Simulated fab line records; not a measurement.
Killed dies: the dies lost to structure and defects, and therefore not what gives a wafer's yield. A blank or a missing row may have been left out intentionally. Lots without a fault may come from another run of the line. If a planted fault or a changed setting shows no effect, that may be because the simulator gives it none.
Comparing a struck lot with a sound one	flow n5Finfet	36 out of 1938 route steps
Sound: the wafers L387.2, L387.4, L387.5. Wafers struck: L376.1, L376.3, L376.6. At the end, the cause is stated.
Each step with rows lists, per side, the tool, then ch with its chambers, then its first start. Under that, the readings that differ: sound wafers	struck wafers	difference of the means	sigmas: that difference in standard deviations of wafers without a fault.
alike: same words and numbers on both sides, and readings whose means sit less than 2 such deviations apart. not compared: any withheld reading, any reading some wafer has no value for, any bound like >300 that may hide the same value, and any number with overlapping values for which the record gives no deviation.
The two part at a step that has a row with sigmas, a row that says differs or no value, or rows on one side only. Non-overlapping numbers with no deviation appear without sigmas and do not part them. A reading that every wafer of one side lacks parts them only if that side has two wafers or more.

first, 11 steps without rows for these wafers: N5_PMOS_HMC_CHANNEL_EPI_PRECLEAN_36 (cleans in O3/DIW, time 45 s); N5_PMOS_HMC_CHANNEL_EPI_PRECLEAN_18 (cleans in DHF, time 30 s); N5_PMOS_HMC_CHANNEL_EPI_SRD_19 (time 30 s); N5_PMOS_HMC_CHANNEL_EPI_EPI_20 (deposits SiGe30, target thk 59 nm); N5_PMOS_HMC_CHANNEL_EPI_HM_STRIP_35 (strips SiO2 in dHF, material SiO2, target depth 39.6 nm, time 216 s); N5_PMOS_HMC_CHANNEL_EPI_SRD_39 (time 30 s); N5_PMOS_HMC_CHANNEL_EPI_CMP_21 (polishes SiGe30, target thk 54 nm); N5_PMOS_HMC_CHANNEL_EPI_PRECLEAN_40 (cleans in DHF, time 30 s); N5_PMOS_HMC_CHANNEL_EPI_PRECLEAN_37 (cleans in O3/DIW, time 45 s); N5_PMOS_HMC_CHANNEL_EPI_PRECLEAN_24 (cleans in DHF, time 30 s); N5_PMOS_HMC_CHANNEL_EPI_SRD_25 (time 30 s).
N5_PMOS_HMC_CHANNEL_EPI_EPI_26: deposits Si from SiH4/H2, target thk 3.8 nm, time 22.7 s.
  struck on epiRpcvd-03, day 3 07:37; sound on epiRpcvd-03 ch 0, day 6 02:50
  no value came back on the struck wafers for chamberPressureTorr (Torr), lampInnerPct (%), throttleValvePct (%); on the sound wafers chamberPressureTorr (Torr) reads 19.93 20.01 20.00
then, 22 steps without rows for these wafers: N5_FIN_SAQP_PRECLEAN_42 (cleans in O3/DIW, time 60 s); N5_FIN_SAQP_PRECLEAN_00 (cleans in SC1, time 60 s); N5_FIN_SAQP_PRECLEAN_44 (cleans in SC2, time 45 s); N5_FIN_SAQP_SRD_01 (time 30 s); N5_FIN_SAQP_ALD_61 (deposits SiO2, target thk 4 nm, pulse time 1 s, purge time 2 s); N5_FIN_SAQP_DENSIFY_62 (time 60 s); N5_FIN_SAQP_HM_DEP_03 (deposits SiNx from SiH4/NH3/N2, target thk 38 nm, time 33.6 s); N5_FIN_SAQP_PECVD_47 (deposits a-Si from SiH4/He, target thk 45 nm, time 36.3 s); N5_FIN_SAQP_PECVD_48 (deposits SiNx from SiH4/NH3/N2, target thk 25 nm, time 22.1 s); N5_FIN_SAQP_PECVD_06 (deposits a-Si from SiH4/He, target thk 60 nm, time 48.1 s); N5_FIN_SAQP_HM_DEP_72 (deposits SiO2 from SiH4/N2O, target thk 12 nm, time 7.2 s); N5_FIN_SAQP_COAT_49 (time 60 s, resist thk 100 nm); N5_FIN_SAQP_COAT_50 (time 60 s, resist thk 35 nm); N5_FIN_SAQP_COAT_10 (resist thk 90 nm); N5_FIN_SAQP_EBR_12; N5_FIN_SAQP_SOFTBAKE_11 (time 60 s); N5_FIN_SAQP_EXPOSE_13 (exposes mask FIN CORE, target cd 35.6 nm); N5_FIN_SAQP_PEB_14 (peb time 60 s); N5_FIN_SAQP_DEVELOP_15 (develop time 30 s); N5_FIN_SAQP_DESCUM_21 (chemistry O2, time 7.9 s); N5_FIN_SAQP_ETCH_51 (etches SiARC in CF4, target depth 45.5 nm, time 75.8 s); N5_FIN_SAQP_ETCH_52 (etches SOC in N2/H2, target depth 100 nm, overetch 20 nm, time 150 s).
-- here the record skips 6 days between the struck wafers' starts before and after, leaving off in module FIN_SAQP and picking up in module BEOL_M4 (first step shown: number 1111 of the route) --
N5_BEOL_M4_RC_MEAS_101:
  sound on prober-02 ch 0, day 12 08:26; struck on prober-01 ch 0, day 9 13:59
reading	sound	struck	difference	sigmas
CJ_N	4.30 4.36 4.34	4.73 4.72 4.69	+0.38	+4
RS_PWELL (ohm/sq)	3031 2990 3001	3084 3098 3094	+85	+4
  alike: DIBL_N, DIBL_P, IOFF_N, IOFF_P, ION_N, ION_P, SS_N, SS_P, VT_N, VT_P
after that, 1 step had no rows for these wafers: N5_PASSIVATION_PROBE_49.

== WHERE THEY PART ==
At N5_PMOS_HMC_CHANNEL_EPI_EPI_26 first; at N5_BEOL_M4_RC_MEAS_101 last (within this record only).

WHY: whatever the simulator had introduced
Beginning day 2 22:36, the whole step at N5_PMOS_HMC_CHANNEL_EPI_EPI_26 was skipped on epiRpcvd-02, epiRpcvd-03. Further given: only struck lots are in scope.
